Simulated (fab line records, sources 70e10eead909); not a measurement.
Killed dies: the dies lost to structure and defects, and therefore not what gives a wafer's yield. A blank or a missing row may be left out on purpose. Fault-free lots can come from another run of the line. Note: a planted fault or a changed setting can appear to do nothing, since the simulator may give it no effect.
8D (eight disciplines) problem report, filled in by code -- flow nand_harc -- the parts of the form that need people (team, actions taken, sign-off) are left out

1. WHAT WENT WRONG
Mean of oes_product_au at NHARC_A_CHANNEL_FILL_D1_ETCHBACK_19: 1.297 a.u. across 3 wafers in 2 lots; on wafers with no fault it is 1.005 a.u. (standard deviation 0.012). Relative to the usual mean, that is a shift of +24 standard deviations.
The step: etches the open film in HBr/Cl2, target depth 5 nm, time 1.7 s.
First observed at day 14 16:18: wafer L290.1, on rie_si-02. Wafers with a number at this step in the record: 39, from 13 lots. The rule behind "out" and "out of limits": a value lying over 4 standard deviations away from the usual mean. The rest of the wafers with a number are treated as sound.

2. WHAT IT IS AND WHAT IT IS NOT
question,is,is not
which readings at this step,oes_product_au,"bias_w, drypump_motor_current_A, throttle_valve_pct"
which lots,"L290, L292","L279, L281, L282, L283, L284, L289, L295, L296, L298, L299, L300"
which wafers of those lots,"L290.1, L290.6, L292.6","L290.4, L292.3, L292.4"
read on which tools,rie_si-02,"rie_si-03, rie_si-04"
when,from day 14 16:18,"up to then (19 sound wafers); but 17 sound wafers of L292, L295, L296, L298, L299, L300 came after"

3. WHAT RULES OUT EACH SUSPECT
Counting: any tool at a process step up to the reading remains a suspect provided it ran every lot that is out. Sound lots after the first of them don't rule it out here, since some wafers of a struck lot are sound.
- ald_hk-02 at NHARC_A_CHANNEL_FILL_D1_ALD_14 (deposits SiO2, target thk 2.5 nm, pulse time 10 s, ald cycles 25): kept. Ran every lot that is out, first one L290 (day 13 23:10); last sound lot up to then L279 (day 9 20:15).
- rie_si-02 at NHARC_A_CHANNEL_FILL_D1_ETCHBACK_19 (etches the open film in HBr/Cl2, target depth 5 nm, time 1.7 s): kept. Ran every lot that is out, first one L290 (day 14 16:18); last sound lot up to then L281 (day 11 12:40). On those wafers its own readings are out: oes_product_au.
Left after counting: ald_hk-02 at NHARC_A_CHANNEL_FILL_D1_ALD_14, rie_si-02 at NHARC_A_CHANNEL_FILL_D1_ETCHBACK_19.

4. THE CAUSE (what the simulator had put in)
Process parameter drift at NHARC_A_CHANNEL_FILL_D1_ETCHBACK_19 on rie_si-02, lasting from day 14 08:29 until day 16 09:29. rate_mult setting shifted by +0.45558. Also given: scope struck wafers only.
This tool is one of the 2 suspects left after counting.

5. THE EFFECT CHAIN, in route order
Each row: a reading where the mean over the struck wafers with a number is more than 3 standard deviations away from the usual. Only readings for which the record gives a usual standard deviation are gone through. hours: the time from each lot's start at the first step in this table that gives one to its start at this step, as a median over the lots. sigmas: the change in usual standard deviations.
hours,step,reading,usual,on struck wafers,change,sigmas
0,NHARC_A_CHANNEL_FILL_D1_ETCHBACK_19,oes_product_au,1.005 a.u.,1.297,+0.292,+24
It contains these process steps:
- NHARC_A_CHANNEL_FILL_D1_ETCHBACK_19: etches the open film in HBr/Cl2, target depth 5 nm, time 1.7 s.

6. WHAT WOULD HAVE CAUGHT IT SOONER
In this record no reading fell out of limits until day 14 16:18, 8 hours after the fault had begun at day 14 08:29.
